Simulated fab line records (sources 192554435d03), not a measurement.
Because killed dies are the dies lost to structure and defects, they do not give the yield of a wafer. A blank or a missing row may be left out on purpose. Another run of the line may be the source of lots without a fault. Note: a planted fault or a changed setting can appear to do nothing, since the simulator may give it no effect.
fab line records	flow n5-finfet
record: lots: 7	wafers: 18	last-day: 19
route steps=1938 shown TV_LITHO@1883 TV_OPEN@1887 PAD_METAL@1893 PASSIVATION@1936
lots with no fault: from the same line, run without faults
start-h: the number of hours between the record's first day and the start of the first shown wafer of the lot	wait-h: hours since the lot's step before	" the same as in the row above	L1.1+2: a single row standing in for several wafers	- value missing, or start not given	* or withheld: withheld	< > ~ a bound
route shown NAME@n: names a module that has steps shown in the file, with the first one's number in the route	usual: mean and standard deviation over wafers with no fault	same: alike in all rows	chamber/n: place in a boat	sites: readings site by site	_std_site: standard deviation of those values	_edge_site: inner sites' mean taken away from outer sites' mean	radius-mm: for every site, how far away it sits from the centre of the wafer	mask NAME#n: copy n	behind: tool/chamber where the wafer was last shaped	hold: reason for holding the lot/hours on hold/outcome of the hold	device: the transistor (n, p or np) that didn't switch	end of line: tests run on the same wafers once the route is complete	a step without rows: its recipe alone	killed: dies that structure and defects cost at the first sort, which is not the same as the wafer's yield	map: a wafer's dies, x killed, . not, _ none there
set.NAME: the setting the step ran with; set.NAME@STEP: the setting that earlier step ran with	model.NAME: the simulator's own value behind a step, which no gauge read
certain route steps with their lots: each step a table, each wafer a row
services: when a tool's chamber went out of use (start-h, in hours from the record's first day, below 0 if earlier), for how many hours, and the reason
== steps ==
step: N5_PASSIVATION_CD_MEAS_10
recipe: target-cd-nm: 3000	landing-energy-ev: 500	detector: se-inlens
usual: cd-nm: 2998/4.7
lot.wafer	tool	chamber	start-h	wait-h	cd-nm
L929.1	cd-sem-01	0	320.33	-	3000
L929.3	"	0	"	"	3008
L929.4	"	0	"	"	3008
L928.1	cd-sem-01	0	322.75	-	3000
L928.5	"	0	"	"	2997
L928.6	"	0	"	"	3003
L937.2	cd-sem-03	0	353.56	-	2994
L937.4	"	0	"	"	2993
L941.2	cd-sem-03	0	373.75	-	2990
L941.6	"	0	"	"	2994
L940.3	cd-sem-01	0	378.64	-	2995
L940.6	"	0	"	"	2992
L946.2	cd-sem-02	0	446.62	-	3002
L946.3	"	0	"	"	3003
L946.6	"	0	"	"	3008
L947.1	cd-sem-03	0	452.04	-	2994
L947.2	"	0	"	"	2995
L947.5	"	0	"	"	2994
step: N5_PASSIVATION_OVL_MEAS_60
recipe: points-per-wafer: 44
usual: TV_OVL: -1/5.6
lot.wafer	tool	chamber	start-h	wait-h	TV_OVL[nm]
L929.1	overlay-02	0	320.36	0.0	4
L929.3	"	0	"	"	2
L929.4	"	0	"	"	-1
L928.1	overlay-01	0	322.78	0.0	-4
L928.5	"	0	"	"	1
L928.6	"	0	"	"	2
L937.2	overlay-01	0	353.59	0.0	-1
L937.4	"	0	"	"	1
L941.2	overlay-01	0	373.78	0.0	3
L941.6	"	0	"	"	0
L940.3	overlay-01	0	378.67	0.0	-4
L940.6	"	0	"	"	2
L946.2	overlay-02	0	446.65	0.0	-6
L946.3	"	0	"	"	2
L946.6	"	0	"	"	-3
L947.1	overlay-02	0	452.07	0.0	-14
L947.2	"	0	"	"	-1
L947.5	"	0	"	"	-7
step: N5_PASSIVATION_INSPECT_61
recipe: mode: adi	inspect-instrument: macro
usual: raw-defect-count: 2.3/1.6
lot.wafer	tool	chamber	start-h	wait-h	raw-defect-count
L929.1	defect-inspect-02	-	320.39	0.0	5
L929.3	"	-	"	"	0
L929.4	"	-	"	"	4
L928.1	defect-inspect-01	-	322.81	0.0	1
L928.5	"	-	"	"	2
L928.6	"	-	"	"	4
L937.2	defect-inspect-02	-	353.61	0.0	5
L937.4	"	-	"	"	1
L941.2	defect-inspect-01	-	373.81	0.0	2
L941.6	"	-	"	"	2
L940.3	defect-inspect-01	-	378.69	0.0	3
L940.6	"	-	"	"	3
L946.2	defect-inspect-01	-	446.67	0.0	1
L946.3	"	-	"	"	2
L946.6	"	-	"	"	1
L947.1	defect-inspect-02	-	452.09	0.0	2
L947.2	"	-	"	"	0
L947.5	"	-	"	"	3
step: N5_PASSIVATION_DESCUM_12
recipe: chemistry: O2	time-s: 7.9	source-power-w: 50	bias-power-w: 20	pressure-mtorr: 20	rf-frequency-hz: 2.712e+07	temp-c: 40	o2-flow-sccm: 225
usual: chamber-pressure-mTorr: 20.000/0.018	drypump-motor-current-A: 5.5/0.32	oes-product-au: 0.79/0.091	rf-vpp-V: 242.9/1.5	showerhead-plenum-p-Torr: 2.08/0.078	throttle-valve-pct: 20.4/0.31
lot.wafer	tool	chamber	start-h	wait-h	chamber-pressure-mTorr	drypump-motor-current-A	oes-product-au	rf-hours-counter-h	rf-vpp-V	showerhead-plenum-p-Torr	throttle-valve-pct
L929.1	rie-diel-05	0	320.64	0.2	19.984	5.3	0.89	61	244.9	2.19	20.1
L929.3	"	1	"	"	19.976	5.6	0.71	211	243.1	2.07	20.6
L929.4	"	3	"	"	20.032	5.0	0.70	228	241.4	1.99	21.0
L928.1	rie-diel-05	3	322.84	0.0	20.007	5.0	0.69	229	242.3	1.99	21.0
L928.5	"	1	"	"	20.025	5.6	0.71	-	243.1	2.07	20.6
L928.6	"	0	"	"	19.989	5.3	0.90	-	245.6	2.19	20.1
L937.2	rie-diel-06	3	353.65	0.0	20.002	6.4	0.71	226	240.5	1.98	20.1
L937.4	"	1	"	"	20.009	5.6	0.85	83	241.9	2.00	20.1
L941.2	rie-diel-05	1	373.84	0.0	19.978	5.7	0.72	224	242.2	2.07	20.6
L941.6	"	0	"	"	20.024	5.4	0.88	-	245.2	2.18	20.1
L940.3	rie-diel-06	1	378.72	0.0	19.991	5.6	0.82	91	241.8	1.99	20.1
L940.6	"	1	"	"	20.033	5.6	0.83	-	242.7	1.99	20.1
L946.2	rie-diel-06	2	446.88	0.2	20.012	6.0	0.68	252	241.3	1.97	20.8
L946.3	"	1	"	"	20.002	5.7	0.80	111	242.4	1.99	20.1
L946.6	"	2	"	"	20.005	6.0	0.67	-	241.4	1.97	20.8
L947.1	rie-diel-05	2	452.13	0.0	20.000	5.5	0.85	41	243.3	2.06	20.4
L947.2	"	1	"	"	19.998	5.6	0.69	246	244.0	2.06	20.6
L947.5	"	1	"	"	20.017	5.6	0.69	-	241.6	2.06	20.6
step: N5_PASSIVATION_PASS_ETCH_74
recipe: chemistry: CF4/O2	target: SiNx	target-depth-a: 2200	time-s: 110	ion-energy-ev: 100	pressure-mtorr: 40	source-w: 535	bias-w: 49	Ar_flow_sccm: 100	cf4-flow-sccm: 100	O2_flow_sccm: 10
usual: chamber-pressure-mTorr: 40.00/0.04	drypump-motor-current-A: 5.5/0.32	oes-product-au: 0.79/0.092	rf-vpp-V: 241/5.6	showerhead-plenum-p-Torr: 2.20/0.076	throttle-valve-pct: 16.05/0.29
lot.wafer	tool	chamber	start-h	wait-h	chamber-pressure-mTorr	drypump-motor-current-A	oes-product-au	rf-hours-counter-h	rf-vpp-V	showerhead-plenum-p-Torr	throttle-valve-pct
L929.1	rie-diel-05	0	320.70	0.0	40.06	5.4	0.93	61	246	2.33	15.90
L929.3	"	1	"	"	40.02	5.6	0.71	211	244	2.18	16.20
L929.4	"	3	"	"	40.05	5.1	0.68	228	231	2.11	16.59
L928.1	rie-diel-05	3	322.91	0.0	40.06	5.0	0.68	229	231	2.11	16.61
L928.5	"	1	"	"	39.99	5.6	0.70	-	244	2.18	16.17
L928.6	"	0	"	"	39.95	5.3	0.92	-	248	2.33	15.89
L937.2	rie-diel-06	3	353.71	0.0	40.00	6.4	0.73	226	241	2.08	15.76
L937.4	"	1	"	"	40.07	5.6	0.82	83	242	2.14	15.85
L941.2	rie-diel-05	1	373.90	0.0	39.95	5.6	0.70	224	245	2.18	16.23
L941.6	"	0	"	"	39.98	5.4	0.91	-	247	2.33	15.92
L940.3	rie-diel-06	1	378.79	0.0	39.95	5.6	0.81	91	241	2.14	15.86
L940.6	"	1	"	"	39.99	5.6	0.81	-	242	2.14	15.87
L946.2	rie-diel-06	2	446.95	0.0	40.02	6.0	0.70	252	246	2.09	16.44
L946.3	"	1	"	"	40.04	5.7	0.78	111	242	2.13	15.91
L946.6	"	2	"	"	40.01	5.9	0.69	-	245	2.09	16.43
L947.1	rie-diel-05	2	452.19	0.0	40.02	5.5	0.87	41	233	2.16	15.81
L947.2	"	1	"	"	40.00	5.6	0.68	246	243	2.17	16.26
L947.5	"	1	"	"	40.02	5.6	0.68	-	243	2.17	16.28
step: N5_PASSIVATION_VIA_ETCH_13
recipe: chemistry: CHF3/O2	target: SiO2	target-depth-a: 6600	CHF3_flow_sccm: 50	O2_flow_sccm: 5	Ar_flow_sccm: 200	time-s: 330	mask-material: PR	pressure-mtorr: 30	source-w: 650	bias-w: 170	ion-energy-ev: 200	ends: cleared
step: N5_PASSIVATION_STRIP_14
recipe: chemistry: O2	power-w: 600	temp-c: 60	pressure-mtorr: 30	rf-frequency-hz: 6e+07	bias-power-w: 0	overash-fraction: 0.5	o2-flow-sccm: 225
usual: chamber-pressure-mTorr: 30.01/0.052	drypump-motor-current-A: 5.5/0.32	oes-product-au: 0.79/0.09	rf-vpp-V: 3.6/0.86	showerhead-plenum-p-Torr: 2.08/0.078	throttle-valve-pct: 16.7/0.3
lot.wafer	tool	chamber	start-h	wait-h	chamber-pressure-mTorr	drypump-motor-current-A	oes-product-au	rf-hours-counter-h	rf-vpp-V	showerhead-plenum-p-Torr	throttle-valve-pct
L929.1	rie-diel-05	0	320.99	0.1	29.98	5.4	0.89	61	2.0	2.19	16.4
L929.3	"	1	"	"	30.03	5.6	0.72	211	5.4	2.08	16.8
L929.4	"	3	"	"	29.96	5.1	0.71	228	2.8	1.99	17.2
L928.1	rie-diel-05	3	323.19	0.1	30.02	5.0	0.70	229	2.9	1.99	17.3
L928.5	"	1	"	"	29.92	5.6	0.71	-	4.9	2.08	16.9
L928.6	"	0	"	"	29.97	5.4	0.88	-	2.3	2.19	16.4
L937.2	rie-diel-06	3	354.00	0.1	29.98	6.4	0.72	226	4.2	1.98	16.5
L937.4	"	1	"	"	30.07	5.6	0.81	83	2.6	2.00	16.3
L941.2	rie-diel-05	1	374.19	0.1	30.11	5.6	0.72	225	4.0	2.07	16.9
L941.6	"	0	"	"	30.03	5.4	0.87	-	4.6	2.19	16.4
L940.3	rie-diel-06	1	379.08	0.1	29.92	5.6	0.83	91	4.7	2.00	16.4
L940.6	"	1	"	"	30.03	5.6	0.82	-	3.2	2.00	16.4
L946.2	rie-diel-06	2	447.24	0.1	29.95	6.0	0.68	253	3.1	1.97	17.1
L946.3	"	1	"	"	29.97	5.6	0.78	111	3.8	1.99	16.4
L946.6	"	2	"	"	29.95	6.0	0.68	-	3.5	1.97	17.0
L947.1	rie-diel-05	2	452.48	0.1	30.09	5.5	0.84	42	3.4	2.07	16.5
L947.2	"	1	"	"	30.04	5.6	0.70	246	3.9	2.06	16.9
L947.5	"	1	"	"	29.95	5.6	0.69	-	2.7	2.06	16.9
step: N5_PASSIVATION_ETCH_15
recipe: chemistry: CF4/N2	target: SiCN	target-depth-a: 750	taper-deg: 2	time-s: 81.2	ion-energy-ev: 150	mask-material: SiNx	pressure-mtorr: 40	source-w: 430	bias-w: 70	Ar_flow_sccm: 100	cf4-flow-sccm: 60	n2-flow-sccm: 60
usual: chamber-pressure-mTorr: 40.00/0.04	drypump-motor-current-A: 5.5/0.32	oes-product-au: 0.79/0.091	rf-vpp-V: 382.1/2	showerhead-plenum-p-Torr: 2.20/0.077	throttle-valve-pct: 15.5/0.3
lot.wafer	tool	chamber	start-h	wait-h	chamber-pressure-mTorr	drypump-motor-current-A	oes-product-au	rf-hours-counter-h	rf-vpp-V	showerhead-plenum-p-Torr	throttle-valve-pct
L929.1	rie-diel-05	0	-	-	39.98	5.3	0.93	61	386.1	2.33	15.3
L929.3	"	1	"	"	40.01	5.6	0.71	211	381.4	2.18	15.7
L929.4	"	3	"	"	39.95	5.1	0.68	228	378.6	2.11	16.1
L928.1	rie-diel-05	3	-	-	40.03	5.0	0.68	229	380.2	2.11	16.1
L928.5	"	1	"	"	40.01	5.6	0.70	-	382.7	2.18	15.7
L928.6	"	0	"	"	39.93	5.4	0.91	-	385.6	2.33	15.3
L937.2	rie-diel-06	3	-	-	40.03	6.4	0.73	226	380.8	2.08	15.2
L937.4	"	1	"	"	40.00	5.6	0.81	83	379.6	2.14	15.3
L941.2	rie-diel-05	1	-	-	40.01	5.6	0.69	225	383.0	2.18	15.7
L941.6	"	0	"	"	40.02	5.4	0.90	-	385.2	2.33	15.3
L940.3	rie-diel-06	1	-	-	39.96	5.6	0.80	91	381.1	2.14	15.3
L940.6	"	1	"	"	40.04	5.6	0.81	-	380.1	2.14	15.3
L946.2	rie-diel-06	2	-	-	40.06	5.9	0.69	253	380.5	2.09	15.9
L946.3	"	1	"	"	39.95	5.6	0.78	111	380.2	2.13	15.4
L946.6	"	2	"	"	40.06	6.0	0.69	-	380.5	2.09	15.9
L947.1	rie-diel-05	2	-	-	40.03	5.5	0.86	42	382.0	2.16	15.2
L947.2	"	1	"	"	39.92	5.6	0.69	246	382.3	2.17	15.7
L947.5	"	1	"	"	40.03	5.6	0.68	-	380.8	2.17	15.7
step: N5_PASSIVATION_STRIP_73
recipe: chemistry: post-etch-residue-remover	time-s: 60	temp-c: 25	remover-ph: withheld	remover-water-wt-pct: withheld	remover-fluoride-wt-pct: withheld
step: N5_PASSIVATION_SRD_17
recipe: time-s: 30	temp-c: 23	rinse-liquid: diw	dry: n2-spin	spin-rpm: 1500	dry-time-s: 30
step: N5_PASSIVATION_DEGAS_18
recipe: ambient: vacuum	temp-c: 300	time-s: 60
usual: heater-power-w: 475/45	susceptor-temp-C: 300.02/0.18
lot.wafer	tool	chamber	start-h	wait-h	heater-power-w	susceptor-temp-C
L929.1	pvd-sputter-03	-	321.38	0.2	498	300.12
L929.3	"	-	"	"	504	300.11
L929.4	"	-	"	"	488	300.15
L928.1	pvd-sputter-01	-	323.74	0.3	416	300.22
L928.5	"	-	"	"	483	300.01
L928.6	"	-	"	"	448	299.65
L937.2	pvd-sputter-03	-	354.31	0.1	485	300.05
L937.4	"	-	"	"	513	300.42
L941.2	pvd-sputter-03	-	375.05	0.7	511	300.14
L941.6	"	-	"	"	486	300.02
L940.3	pvd-sputter-03	-	380.93	1.7	492	299.98
L940.6	"	-	"	"	493	299.88
L946.2	pvd-sputter-02	-	447.58	0.1	530	300.08
L946.3	"	-	"	"	428	300.08
L946.6	"	-	"	"	430	300.14
L947.1	pvd-sputter-02	-	454.58	1.9	421	300.23
L947.2	"	-	"	"	542	300.58
L947.5	"	-	"	"	474	300.03
step: N5_PASSIVATION_PRE_CLEAN_19
recipe: gas: H2/He	time-s: *	temp-c: *
step: N5_PASSIVATION_SPUTTER_20
recipe: material: TaN	target-thk-a: 500	temp-c: 25	chamber-pressure-pa: 0.4
usual: susceptor-temp-C: 24.99/0.11	throttle-valve-pct: 29.6/0.82
lot.wafer	tool	chamber	start-h	wait-h	susceptor-temp-C	throttle-valve-pct	model.TaN_of_PASSIVATION_SPUTTER_20.thk-nm
L929.1	pvd-sputter-03	-	321.46	0.0	24.93	29.2	50
L929.3	"	-	"	"	24.86	30.0	49.2
L929.4	"	-	"	"	24.93	30.3	50.2
L928.1	pvd-sputter-01	-	323.82	0.0	25.17	29.9	50.2
L928.5	"	-	"	"	25.10	29.0	49.6
L928.6	"	-	"	"	25.13	30.0	49.6
L937.2	pvd-sputter-03	-	354.39	0.0	24.79	29.1	28.4
L937.4	"	-	"	"	24.83	29.9	49.2
L941.2	pvd-sputter-03	-	375.13	0.0	25.05	30.3	27.8
L941.6	"	-	"	"	24.99	29.1	28.2
L940.3	pvd-sputter-03	-	381.01	0.0	25.07	30.0	50.2
L940.6	"	-	"	"	25.27	30.2	28
L946.2	pvd-sputter-02	-	447.66	0.0	25.00	30.4	50.2
L946.3	"	-	"	"	25.02	30.0	49.4
L946.6	"	-	"	"	24.96	30.0	49.2
L947.1	pvd-sputter-02	-	454.66	0.0	25.15	30.2	50.2
L947.2	"	-	"	"	24.97	30.2	50.8
L947.5	"	-	"	"	24.94	29.3	50.4
step: N5_PASSIVATION_AL_DEP_21
recipe: material: Al	target-thk-a: 28000	temp-c: 400	time-s: 170	power-w: 30000	chamber-pressure-pa: 0.4	gas: Ar
step: N5_PASSIVATION_PROBE_49
usual: defect-limited-yield: 91.2/1.5	killed_at_M0_to_M3: 35/12	killed_at_M4_up: 14/5.1	killed-at-contacts: 13/6	killed-at-front-end: 38/12	killed-at-other: 4/3.5	killed-dies: 104/18	killed-open: 68/13	killed-short: 33/8.1	sort_bin_5_function: 5.2/1	sort_bin_6_memory: 3.2/0.69	sort_bin_8_speed: 0.01/0.051	sort-n-pass: 1076/18
same: gross-dies: 1180	killed-at-back-side: 0	sort_bin_4_leakage[%]: 0
lot.wafer	tool	chamber	start-h	wait-h	defect-limited-yield[%]	killed_at_M0_to_M3	killed_at_M4_up	killed-at-contacts	killed-at-front-end	killed-at-other	killed-dies	killed-open	killed-short	sort_bin_5_function[%]	sort_bin_6_memory[%]	sort_bin_8_speed[%]	sort-n-pass
L929.1	prober-02	-	327.44	0.0	90.5	38	14	6	48	6	112	70	42	6.2	3.1	0	1068
L929.3	prober-02	-	327.54	0.1	90.3	43	24	15	25	8	115	66	43	6.0	3.2	0	1065
L929.4	prober-02	-	327.59	0.2	88.9	54	9	13	49	6	131	89	41	6.0	4.5	0	1049
L928.1	prober-02	-	329.60	0.0	90.8	34	16	12	45	1	108	80	26	5.0	3.7	0	1072
L928.5	prober-02	-	329.80	0.2	89.1	48	17	11	53	0	129	87	40	5.7	5.0	0	1051
L928.6	prober-02	-	329.85	0.3	90.3	41	14	13	47	0	115	77	38	5.1	4.0	0	1065
L937.2	prober-01	-	360.63	0.1	93.6	21	10	18	22	4	75	55	20	4.5	1.8	0	1105
L937.4	prober-01	-	360.73	0.2	93.1	22	11	10	38	0	81	47	34	4.1	2.8	0	1099
L941.2	prober-01	-	380.83	0.1	92.0	33	15	14	30	2	94	63	29	4.9	2.7	0	1086
L941.6	prober-01	-	381.03	0.3	91.2	34	14	8	46	2	104	66	38	5.3	3.4	0	1076
L940.3	prober-02	-	386.81	0.1	89.7	59	15	15	29	4	122	73	49	6.7	2.9	0	1058
L940.6	prober-02	-	386.96	0.3	91.4	45	19	6	32	0	102	72	30	5.1	3.5	0	1078
L946.2	prober-02	-	453.84	0.1	92.4	18	21	13	30	8	90	60	23	4.5	2.4	0.59	1090
L946.3	prober-02	-	453.89	0.1	92.6	27	9	10	30	11	87	64	23	3.5	3.8	0	1093
L946.6	prober-02	-	454.04	0.3	93.1	22	18	11	25	6	82	61	21	4.2	2.5	0	1098
L947.1	prober-02	-	460.70	0.0	91.2	27	15	15	45	2	104	56	47	5.3	3.1	0	1076
L947.2	prober-02	-	460.75	0.1	90.0	30	21	7	58	2	118	78	39	5.3	4.2	0	1062
L947.5	prober-02	-	460.90	0.2	89.5	29	8	8	78	1	124	73	43	5.4	4.0	0	1056
killed by level:class
L929.1 STI_FIN_REVEAL:geometric-particle:open=13 FIN_SAQP:geometric-particle:short=11 BEOL_M0_SAQP:geometric-particle:open=10 BEOL_M3:geometric-particle:open=9 BEOL_M0_SAQP:geometric-particle:short=8 BEOL_M2:geometric-particle:open=6 FIN_SAQP:geometric-particle:open=5 MOL_CONTACT_COAG:geometric-particle:open=4
L929.3 BEOL_M0_SAQP:geometric-particle:short=17 BEOL_M0_SAQP:geometric-particle:open=15 MOL_CONTACT_COAG:geometric-particle:open=11 BEOL_M4:geometric-particle:open=11 FIN_SAQP:geometric-particle:open=6 FIN_SAQP:geometric-particle:short=5 DUMMY_GATE:geometric-particle:open=4 MOL_CONTACT_COAG:geometric-particle:short=4
L929.4 BEOL_M0_SAQP:geometric-particle:open=17 FIN_SAQP:geometric-particle:open=14 BEOL_M0_SAQP:geometric-particle:short=11 MOL_CONTACT_COAG:geometric-particle:open=8 BEOL_M3:geometric-particle:open=7 BEOL_M0:geometric-particle:open=6 STI_FIN_REVEAL:geometric-particle:open=5 DUMMY_GATE:geometric-particle:open=5
L928.1 BEOL_M2:geometric-particle:open=11 MOL_CONTACT_COAG:geometric-particle:open=11 FIN_SAQP:geometric-particle:open=7 STI_FIN_REVEAL:geometric-particle:open=7 FIN_SAQP:geometric-particle:short=5 DUMMY_GATE:geometric-particle:open=5 BEOL_M0:geometric-particle:open=5 ILD0:geometric-particle:open=4
L928.5 DUMMY_GATE:geometric-particle:open=12 BEOL_M3:geometric-particle:open=10 MOL_CONTACT_COAG:geometric-particle:open=10 FIN_SAQP:geometric-particle:open=9 STI_FIN_REVEAL:geometric-particle:open=9 BEOL_M2:geometric-particle:open=7 BEOL_M1:geometric-particle:open=6 BEOL_M0_SAQP:geometric-particle:open=6
L928.6 STI_FIN_REVEAL:geometric-particle:open=10 MOL_CONTACT_COAG:geometric-particle:open=10 BEOL_M4:geometric-particle:open=9 FIN_SAQP:geometric-particle:short=8 BEOL_M2:geometric-particle:open=8 DUMMY_GATE:geometric-particle:open=7 BEOL_M0:geometric-particle:open=7 BEOL_M0:geometric-particle:short=6
L937.2 MOL_CONTACT_COAG:geometric-particle:open=16 BEOL_M3:geometric-particle:open=6 FIN_SAQP:geometric-particle:short=5 STI_FIN_REVEAL:geometric-particle:open=4 BEOL_M0_SAQP:geometric-particle:open=4 BEOL_M2:geometric-particle:open=4 BEOL_M4:geometric-particle:open=4 STARTING-WAFER:geometric-particle:open=4
L937.4 FIN_SAQP:geometric-particle:short=14 MOL_CONTACT_COAG:geometric-particle:open=9 FIN_SAQP:geometric-particle:open=6 BEOL_M0_SAQP:geometric-particle:open=6 BEOL_M3:geometric-particle:open=5 BEOL_M0_SAQP:geometric-particle:short=5 STARTING-WAFER:geometric-particle:short=4 STI_FIN_REVEAL:geometric-particle:open=3
L941.2 MOL_CONTACT_COAG:geometric-particle:open=11 BEOL_M3:geometric-particle:open=9 BEOL_M4:geometric-particle:open=8 STI_FIN_REVEAL:geometric-particle:open=7 BEOL_M0_SAQP:geometric-particle:short=7 FIN_SAQP:geometric-particle:short=6 BEOL_M2:geometric-particle:open=6 STARTING-WAFER:geometric-particle:open=6
L941.6 STI_FIN_REVEAL:geometric-particle:open=12 FIN_SAQP:geometric-particle:open=8 FIN_SAQP:geometric-particle:short=8 BEOL_M0_SAQP:geometric-particle:open=8 MOL_CONTACT_COAG:geometric-particle:open=7 BEOL_M3:geometric-particle:open=7 BEOL_M4:geometric-particle:open=7 STARTING-WAFER:geometric-particle:short=6
L940.3 BEOL_M0_SAQP:geometric-particle:short=15 MOL_CONTACT_COAG:geometric-particle:open=14 FIN_SAQP:geometric-particle:short=10 BEOL_M0_SAQP:geometric-particle:open=10 BEOL_M3:geometric-particle:open=10 BEOL_M0:geometric-particle:open=6 FIN_SAQP:geometric-particle:open=5 BEOL_M2:geometric-particle:short=5
L940.6 BEOL_M3:geometric-particle:open=11 BEOL_M5:geometric-particle:open=11 BEOL_M2:geometric-particle:open=8 FIN_SAQP:geometric-particle:short=7 BEOL_M0:geometric-particle:open=7 BEOL_M0_SAQP:geometric-particle:open=7 FIN_SAQP:geometric-particle:open=6 BEOL_M0_SAQP:geometric-particle:short=5
L946.2 MOL_CONTACT_COAG:geometric-particle:open=12 FIN_SAQP:geometric-particle:open=7 BEOL_M4:area-ecd=7 BEOL_M4:geometric-particle:open=6 ILD0:geometric-particle:open=5 STI_FIN_REVEAL:geometric-particle:open=4 BEOL_M2:geometric-particle:open=4 BEOL_M3:geometric-particle:open=4
L946.3 STI_FIN_REVEAL:geometric-particle:open=12 MOL_CONTACT_COAG:geometric-particle:open=10 BEOL_M0_SAQP:geometric-particle:open=6 BEOL_M1:geometric-particle:open=6 BEOL_M4:geometric-particle:open=6 PASS1_CAP:geometric-particle:short=5 BEOL_M0_SAQP:geometric-particle:short=4 BEOL_M2:geometric-particle:open=4
L946.6 BEOL_M4:geometric-particle:open=12 MOL_CONTACT_COAG:geometric-particle:open=10 FIN_SAQP:geometric-particle:open=6 BEOL_M0_SAQP:geometric-particle:open=6 BEOL_M2:geometric-particle:open=5 DUMMY_GATE:geometric-particle:open=4 STARTING-WAFER:geometric-particle:short=4 BEOL_M1:geometric-particle:short=3
L947.1 FIN_SAQP:geometric-particle:short=13 MOL_CONTACT_COAG:geometric-particle:open=9 BEOL_M4:geometric-particle:open=7 BEOL_M2:geometric-particle:open=6 DUMMY_GATE:geometric-particle:open=6 MOL_CONTACT_COAG:geometric-particle:short=6 BEOL_M0_SAQP:geometric-particle:short=6 BEOL_M0_SAQP:geometric-particle:open=6
L947.2 FIN_SAQP:geometric-particle:short=20 FIN_SAQP:geometric-particle:open=11 BEOL_M3:geometric-particle:open=11 BEOL_M2:geometric-particle:open=10 STI_FIN_REVEAL:geometric-particle:open=7 GATE_CUT:geometric-particle:open=5 MOL_CONTACT_COAG:geometric-particle:open=5 BEOL_M4:geometric-particle:open=5
L947.5 FIN_SAQP:geometric-particle:short=19 FIN_SAQP:geometric-particle:open=13 STI_FIN_REVEAL:geometric-particle:open=12 BEOL_M0_SAQP:geometric-particle:open=9 MOL_CONTACT_COAG:geometric-particle:open=7 HKMG_FIN:area-etch=7 BEOL_M0_SAQP:geometric-particle:short=6 BEOL_M2:geometric-particle:open=6
== services ==
tool	chamber	start-h	hours	kind
rie-diel-05	-	299.85	2.8	pm
rie-diel-06	2	302.75	5.4	repair
rie-diel-06	-	327.61	1.9	repair
pvd-sputter-03	-	330.45	9.5	repair
rie-diel-06	3	331.79	18.0	repair
pvd-sputter-01	-	332.53	0.6	repair
rie-diel-06	1	344.77	6.9	repair
pvd-sputter-02	-	364.81	6.2	repair
rie-diel-05	0	376.44	12.7	repair
rie-diel-05	3	407.75	-	clean
rie-diel-05	3	407.75	-	consumable-replace:focus-ring
rie-diel-05	3	407.75	-	consumable-replace:showerhead
rie-diel-05	3	407.75	22.4	scheduled-down
rie-diel-05	3	407.75	22.4	vent-cycle
pvd-sputter-01	-	413.50	4.3	repair
pvd-sputter-01	-	421.80	2.5	repair
rie-diel-06	3	439.75	-	clean
rie-diel-06	3	439.75	-	consumable-replace:focus-ring
rie-diel-06	3	439.75	-	consumable-replace:showerhead
rie-diel-06	3	439.75	14.4	scheduled-down
rie-diel-06	3	439.75	14.4	vent-cycle
rie-diel-05	-	443.61	2.3	repair
rie-diel-06	-	448.03	1.3	repair
rie-diel-06	2	454.17	-	clean
== key ==
first-sign none at tools or gauges
model-effect: step: N5_PASSIVATION_SPUTTER_20	value: TaN_of_PASSIVATION_SPUTTER_20.thk-nm	without: 50	struck: 28.1
met-at N5_PASSIVATION_SPUTTER_20
struck-wafers L937.2,L940.6,L941.2,L941.6
onset-between 321.46 354.39
fault: kind: process-parameter-drift	tool: pvd-sputter-03	chamber: -	onset-h: 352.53	steps: N5_PASSIVATION_SPUTTER_20	channel: target-thk-a	offset: *	shape: step	end-h: 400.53	scope: struck-wafers-only	acts-in: *	stated: *
